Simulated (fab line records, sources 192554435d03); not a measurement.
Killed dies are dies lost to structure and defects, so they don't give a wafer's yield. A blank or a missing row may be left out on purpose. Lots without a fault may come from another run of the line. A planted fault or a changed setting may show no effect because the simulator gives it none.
A struck lot beside a sound one | flow n5_finfet | 26 steps out of a route of 1938
Sound: wafers L172.1, L172.3, L172.4. Struck: wafers L187.4, L187.5, L187.6. The cause comes at the end.
At each step with rows: each side's tool, then ch and its chambers, then its first start. Under that, the readings that differ: sound wafers | struck wafers | difference of the means | sigmas: that difference in standard deviations of wafers without a fault.
alike: readings whose means differ by less than 2 such deviations, and words and numbers that are the same on both sides. not compared: withheld readings, readings that some wafer has no value for, bounds like >300 that may hide the same value, and numbers for which the record gives no deviation and whose values overlap.
The two part at a step that has a row with sigmas, a row that says differs or no value, or rows on one side only. Numbers that don't overlap but have no deviation are shown without sigmas and don't part them. A reading that every wafer of one side lacks parts them only if that side has two wafers or more.

first, 8 steps without rows for these wafers: N5_BEOL_M9_DEVELOP_10 (develop time 30 s); N5_BEOL_M9_DESCUM_16 (chemistry O2, time 7.9 s); N5_BEOL_M9_ETCH_61 (etches SiARC in CF4, target depth 39 nm, time 65 s); N5_BEOL_M9_ETCH_62 (etches SOC in N2/H2, target depth 110 nm, overetch 22 nm, time 165 s); N5_BEOL_M9_STRIP_68 (strips in N2/H2); N5_BEOL_M9_STRIP_67 (strips in CF4); N5_BEOL_M9_HM_OPEN_17 (chemistry Cl2/BCl3, target TiN, target depth 20 nm, overetch 6 nm); N5_BEOL_M9_STRIP_19 (strips in O2).
N5_BEOL_M9_COAT_63: time 60 s, resist thk 60 nm.
  sound on litho_track-03 ch 0, day 11 12:41; struck on litho_track-02 ch 0, day 14 12:36
  reading                                  | sound                | struck               | difference | sigmas
  spin_speed_rpm (rpm)                     | 1499.7 1499.8 1501.2 | 1170.5 1171.9 1171.3 | -329.0     | -99 or more
  model.SOC_of_BEOL_M9_COAT_63.thk_nm (nm) | 60.2 60.4 60.2       | 67.4 67.6 67.6       | +7.3       |
then, 11 steps without rows for these wafers: N5_BEOL_M9_COAT_64 (time 60 s, resist thk 12 nm); N5_BEOL_M9_COAT_75 (time 60 s, resist thk 5 nm); N5_BEOL_M9_COAT_22 (resist thk 30 nm); N5_BEOL_M9_EBR_24; N5_BEOL_M9_SOFTBAKE_23 (time 60 s); N5_BEOL_M9_EXPOSE_25 (exposes mask V8); N5_BEOL_M9_PEB_26 (peb time 60 s); N5_BEOL_M9_DEVELOP_27 (develop time 30 s); N5_BEOL_M9_DESCUM_33 (chemistry O2, time 7 s); N5_BEOL_M9_ETCH_76 (etches underlayer in N2/H2, target depth 6.5 nm, time 5.2 s); N5_BEOL_M9_ETCH_65 (etches SiARC in CF4, target depth 15.6 nm, time 26 s).
N5_BEOL_M9_ETCH_66: etches SOC in N2/H2, target depth 80 nm, overetch 16 nm, time 120 s.
  sound on rie_diel-04 ch 0,1,2, day 11 13:09; struck on rie_diel-03 ch 0,1,3, day 14 13:31
  reading                  | sound             | struck            | difference | sigmas
  model.etch.depth_nm (nm) | 60.21 60.32 60.23 | 67.38 67.57 67.55 | +7.25      |
  alike: drypump_motor_current_A, oes_product_au, rf_vpp_V, showerhead_plenum_p_Torr, throttle_valve_pct
  not compared: rf_hours_counter_h
then, 2 steps without rows for these wafers: N5_BEOL_M9_STRIP_69 (strips in N2/H2); N5_BEOL_M9_STRIP_77 (strips in N2/H2).
N5_BEOL_M9_VIA_ETCH_34: etches SiCOH lowk in C4F6/O2, target depth 182.4 nm, time 68.4 s.
  sound on rie_diel-04 ch 0,1,2, day 11 13:15; struck on rie_diel-03 ch 0,1,3, day 14 13:37
  reading                                  | sound          | struck         | difference | sigmas
  model.SOC_of_BEOL_M9_COAT_63.thk_nm (nm) | 51.2 51.4 51.4 | 58.2 58.6 58.6 | +7.1       |
  alike: drypump_motor_current_A, oes_product_au, rf_vpp_V, showerhead_plenum_p_Torr, throttle_valve_pct
  not compared: rf_hours_counter_h
then, 2 steps without rows for these wafers: N5_BEOL_M9_STRIP_73 (strips in C4F6/O2); N5_PASSIVATION_PROBE_49.

WHERE THEY PART
Only at N5_BEOL_M9_COAT_63, within this record. Later steps at which nothing parts them and some readings are alike: N5_BEOL_M9_ETCH_66, N5_BEOL_M9_VIA_ETCH_34.

WHY: what the simulator had put in
Process parameter drift: litho_track-02, from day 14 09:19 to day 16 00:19, at N5_BEOL_M9_COAT_63. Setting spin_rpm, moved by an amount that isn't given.
